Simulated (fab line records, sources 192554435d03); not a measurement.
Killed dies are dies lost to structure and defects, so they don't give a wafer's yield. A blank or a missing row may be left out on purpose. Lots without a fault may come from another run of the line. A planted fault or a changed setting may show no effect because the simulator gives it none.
A struck lot beside a sound one | flow n5_finfet | 32 steps out of a route of 1938
Sound: wafers L380.3, L380.4, L380.5. Struck: wafers L369.2, L369.3, L369.5. The cause comes at the end.
At each step with rows: each side's tool, then ch and its chambers, then its first start. Under that, the readings that differ: sound wafers | struck wafers | difference of the means | sigmas: that difference in standard deviations of wafers without a fault.
alike: readings whose means differ by less than 2 such deviations, and words and numbers that are the same on both sides. not compared: withheld readings, readings that some wafer has no value for, bounds like >300 that may hide the same value, and numbers for which the record gives no deviation and whose values overlap.
The two part at a step that has a row with sigmas, a row that says differs or no value, or rows on one side only. Numbers that don't overlap but have no deviation are shown without sigmas and don't part them. A reading that every wafer of one side lacks parts them only if that side has two wafers or more.

first, 11 steps without rows for these wafers: N5_BEOL_M4_SPUTTER_90 (material Cu, target thk 4.5 nm, time 8.29 s); N5_BEOL_M4_ANNEAL_91 (time 240 s); N5_BEOL_M4_SPUTTER_92 (material Cu, target thk 4.5 nm, time 8.29 s); N5_BEOL_M4_ANNEAL_93 (time 240 s); N5_BEOL_M4_SPUTTER_94 (material Cu, target thk 4.5 nm, time 8.29 s); N5_BEOL_M4_ANNEAL_95 (time 240 s); N5_BEOL_M4_SPUTTER_96 (material Cu, target thk 4.5 nm, time 8.29 s); N5_BEOL_M4_ECD_50 (material Cu, target thk 300 nm); N5_BEOL_M4_ANNEAL_51 (time 90 s); N5_BEOL_M4_CMP_52 (polishes, stops on SiOC, t overpolish 6.8 s, target thk 40 nm); N5_BEOL_M4_PRE_CLEAN_60 (time 15 s).
N5_BEOL_M4_CO_CAP_55: material Co, precursor CCTBA/H2, target thk 2 nm, time 102.1 s.
  sound on cvd_co-01 ch 0,2, day 14 15:30; struck on cvd_co-01 ch 0,2, day 11 20:11
  alike: heater_power_w
then, 2 steps without rows for these wafers: N5_BEOL_M4_PRE_CLEAN_56 (time 15 s); N5_BEOL_M4_DEP_57 (deposits SiCN from 3MS/NH3, target thk 8 nm, time 14 s).
N5_BEOL_M4_INSPECT_59: inspects for defects (darkfield).
  sound on defect_inspect-01, day 14 15:43; struck on defect_inspect-01, day 11 20:24
  reading          | sound    | struck      | difference | sigmas
  raw_defect_count | 88 68 80 | 454 450 412 | +360       | +18
N5_BEOL_M4_RC_MEAS_101:
  sound on prober-01 ch 0, day 14 16:14; struck on prober-02 ch 0, day 11 20:35
  alike: DIBL_N, DIBL_P, IOFF_N, IOFF_P, ION_N, ION_P, SS_N, SS_P, VT_N, VT_P
then, 13 steps without rows for these wafers: N5_BEOL_M5_ILD_DEP_00 (deposits SiCOH lowk from DEMS/porogen, target thk 140.64 nm, time 25.9 s); N5_BEOL_M5_CURE_79 (cures SiCOH lowk, time 240 s); N5_BEOL_M5_PECVD_70 (deposits SiO2 from TEOS/O2, target thk 16 nm, time 18 s); N5_BEOL_M5_HM_DEP_02 (deposits TiN, target thk 20 nm); N5_BEOL_M5_COAT_59 (time 60 s, resist thk 60 nm); N5_BEOL_M5_COAT_60 (time 60 s, resist thk 12 nm); N5_BEOL_M5_COAT_71 (time 60 s, resist thk 5 nm); N5_BEOL_M5_COAT_05 (resist thk 30 nm); N5_BEOL_M5_EBR_07; N5_BEOL_M5_SOFTBAKE_06 (time 60 s); N5_BEOL_M5_EXPOSE_08 (exposes mask M5, target cd 28 nm); N5_BEOL_M5_PEB_09 (peb time 60 s); N5_BEOL_M5_DEVELOP_10 (develop time 30 s).
N5_BEOL_M5_INSPECT_13: inspects for defects (brightfield).
  sound on defect_inspect-01, day 14 19:15; struck on defect_inspect-02, day 12 00:39
  reading          | sound       | struck      | difference | sigmas
  raw_defect_count | 476 278 336 | 812 735 687 | +381       | +4
then, 1 step without rows for these wafers: N5_BEOL_M5_DESCUM_16 (chemistry O2, time 7 s).
-- the record jumps here: 4 days lie between the struck wafers' starts before and after (it left off in module BEOL_M5 and takes up again in module PASSIVATION, whose first step shown is number 1936 of the route) --
N5_PASSIVATION_PROBE_49:
  sound on prober-01, day 19 08:28; struck on prober-01, day 16 03:43
  reading                  | sound          | struck         | difference | sigmas
  defect_limited_yield (%) | 89.0 90.6 91.3 | 88.0 85.0 87.4 | -3.5       | -2
  killed_at_M4_up          | 25 24 13       | 73 96 56       | +54        | +9
  killed_dies              | 130 111 103    | 142 177 149    | +41        | +2
  killed_on_rim            | 19 17 19       | 27 27 30       | +10        | +2
  sort_bin_5_function (%)  | 7.1 5.8 4.9    | 6.9 9.9 7.4    | +2.1       | +2
  sort_n_pass              | 1050 1069 1077 | 1038 1003 1031 | -41        | -2
  sort_yield_pct (%)       | 89.0 90.6 91.3 | 88.0 85.0 87.4 | -3.5       | -2
  alike: killed_at_M0_to_M3, killed_at_contacts, killed_at_front_end, killed_at_other, killed_open, killed_short, sort_bin_6_memory

WHERE THEY PART
First at N5_BEOL_M4_INSPECT_59; last, within this record, at N5_PASSIVATION_PROBE_49.

WHY: what the simulator had put in
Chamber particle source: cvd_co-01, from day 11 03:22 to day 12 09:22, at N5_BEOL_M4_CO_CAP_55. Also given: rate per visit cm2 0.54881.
